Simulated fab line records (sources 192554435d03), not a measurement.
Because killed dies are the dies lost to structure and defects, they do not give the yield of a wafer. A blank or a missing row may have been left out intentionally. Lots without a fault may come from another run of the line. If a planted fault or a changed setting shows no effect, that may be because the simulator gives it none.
Comparing a struck lot with a sound one :: flow n5 finfet :: 19 out of 1938 route steps
Sound: wafers L867.1, L867.3, L867.4. Wafers L870.1, L870.2, L870.6 were the ones struck. Last of all comes the cause.
For every step that has rows: the tool of each side, followed by ch and its chambers, followed by its first start. Under that, the readings that differ: sound wafers :: struck wafers :: difference of the means :: sigmas: that difference in standard deviations of wafers without a fault.
alike: same words and numbers on both sides, and readings whose means sit less than 2 such deviations apart. not compared: any withheld reading, any reading some wafer has no value for, any bound like >300 that may hide the same value, and any number with overlapping values for which the record gives no deviation.
A row with sigmas, a row that says differs or no value, or rows on one side alone: a step with any of these is where the two part. Non-overlapping numbers with no deviation appear without sigmas and do not part them. A reading missing from all wafers of one side parts the sides only when that side holds two or more wafers.

N5_BEOL_M8_ETCH_62: etches SOC in N2/H2, target depth 110 nm, overetch 22 nm, time 165 s.
  sound on rie diel-01 ch 0,1,3, day 9 19:20; struck on rie diel-02 ch 0,1,3, day 10 17:09
  alike: drypump motor current A, n2 flow sccm, oes product au, rf vpp V, showerhead plenum p Torr, temp c, throttle valve pct
  not compared: rf hours counter h
then, 1 step without rows for these wafers: N5_BEOL_M8_STRIP_68 (strips in N2/H2).
N5_BEOL_M8_STRIP_67: strips in CF4.
  sound on rie diel-01 ch 0,1,3, day 9 19:29; struck on rie diel-02 ch 0,1,3, day 10 17:18
  alike: drypump motor current A, oes product au, rf vpp V, showerhead plenum p Torr, throttle valve pct
  not compared: rf hours counter h
N5_BEOL_M8_HM_OPEN_17: chemistry Cl2/BCl3, target TiN, target depth 20 nm, overetch 6 nm.
  sound on rie metal-01 ch 0,1, day 9 19:31; struck on rie metal-02 ch 0,1, day 10 17:20
  alike: drypump motor current A, mfc ar sccm, oes product au, throttle valve pct
  not compared: rf hours counter h
N5_BEOL_M8_STRIP_19: strips in O2.
  sound on rie diel-02 ch 0,2,3, day 9 19:38; struck on rie diel-04 ch 0,1,3, day 10 17:29
  alike: drypump motor current A, oes product au, rf vpp V, showerhead plenum p Torr, temp c, throttle valve pct
  not compared: rf hours counter h
N5_BEOL_M8_CD_MEAS_18: pitch 80 nm, target cd 40 nm.
  struck on cd sem-01, day 10 17:33; sound on cd sem-01, day 9 19:42
  alike: cd nm
then, 6 steps without rows for these wafers: N5_BEOL_M8_COAT_63 (time 60 s, resist thk 60 nm); N5_BEOL_M8_COAT_64 (time 60 s, resist thk 12 nm); N5_BEOL_M8_COAT_71 (time 60 s, resist thk 5 nm); N5_BEOL_M8_COAT_22 (resist thk 30 nm); N5_BEOL_M8_EBR_24; N5_BEOL_M8_SOFTBAKE_23 (time 60 s).
N5_BEOL_M8_EXPOSE_25: exposes mask V7, target cd 40 nm.
  sound on euv scanner-02 ch 0, day 9 21:59; struck on euv scanner-02 ch 0, day 10 17:47
reading: model.BEOL_M8.overlay x nm (nm)
sound: 0 0 0
struck: 8.4 8.4 8.4
difference: +8.4
sigmas: 
  alike: mask, exposure dose mJ cm2, stage msd nm
then, 2 steps without rows for these wafers: N5_BEOL_M8_PEB_26 (peb time 60 s); N5_BEOL_M8_DEVELOP_27 (develop time 30 s).
N5_BEOL_M8_CD_MEAS_28 targets a cd of 40 nm.
  sound on cd sem-03 ch 0, day 9 22:07; struck on cd sem-02 ch 0, day 10 17:56
  alike: cd nm
N5_BEOL_M8_OVL_MEAS_29:
  sound on overlay-01 ch 0, day 9 22:08; struck on overlay-02 ch 0, day 10 17:58
reading: V7_OVL (nm)
sound: 0.5 -1.1 0.3
struck: 7.7 8.2 8.3
difference: +8.2
sigmas: +12
N5_BEOL_M8_INSPECT_30: inspects for defects (brightfield).
  struck on defect inspect-02, day 10 18:01; sound on defect inspect-01, day 9 22:12
reading: raw defect count
sound: 309 407 274
struck: 588 371 599
difference: +189
sigmas: +2
then, 1 step without rows for these wafers: N5_PASSIVATION_PROBE_49.

WHERE THEY PART
At N5_BEOL_M8_OVL_MEAS_29 first; at N5_BEOL_M8_INSPECT_30 last (within this record only).

WHY: what had been put in by the simulator
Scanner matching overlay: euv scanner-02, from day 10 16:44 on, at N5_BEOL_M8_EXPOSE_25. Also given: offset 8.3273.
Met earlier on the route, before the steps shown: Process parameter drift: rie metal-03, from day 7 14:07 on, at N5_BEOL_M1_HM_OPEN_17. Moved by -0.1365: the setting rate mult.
